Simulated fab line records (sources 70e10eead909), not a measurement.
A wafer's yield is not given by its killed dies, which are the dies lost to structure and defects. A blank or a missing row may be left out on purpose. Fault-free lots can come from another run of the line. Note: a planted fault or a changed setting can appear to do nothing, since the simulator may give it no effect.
Matching of chambers	flow nand-harc	NHARC_A_DECK1_JOINT_CMP_02 on cmp-01: 4 sister chambers
The step polishes SiOx. 4 wafers are shown with their chamber, then 8 later ones without.

## WAFERS, EACH WITH ITS CHAMBER
wafer	chamber	motor-current-A (A)
L082.6	2	12.3
L085.1	3	11.2
L085.5	0	10.1
L087.1	1	11.3

## WAFERS MISSING THEIR CHAMBER
wafer	motor-current-A (A)
L087.3	12.3
L087.6	12.0
L091.3	12.2
L091.5	10.3
L091.6	11.5
L097.2	11.1
L097.4	10.6
L097.6	10.5

## THE CHAMBER EACH PASSED THROUGH
wafer	from the rows above	in truth
L087.3	2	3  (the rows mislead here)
L087.6	can't be placed: 2 or 1 or 3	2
L091.3	2	2
L091.5	0	0
L091.6	can't be placed: 1 or 3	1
L097.2	can't be placed: 3 or 1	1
L097.4	can't be placed: 0 or 3 or 1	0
L097.6	can't be placed: 0 or 3 or 1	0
Placed correctly: 2 of 8. Not placeable from these rows: 5 (in 5, the candidates include the true chamber). Wrongly placed: 1.
How it was worked out, from the rows above alone: a wafer's distance from a chamber is the root of the sum, over the readings, of the square of ((its reading less the chamber's mean) divided by the reading's scatter). The wafer belongs to the nearest chamber; if the next one is less than 2 further off, it can't be placed. A chamber's mean is the mean of its shown wafers. The scatter (one wafer shown for each chamber): square how far every hidden wafer sits from the nearest shown wafer, average those squares and take the square root.
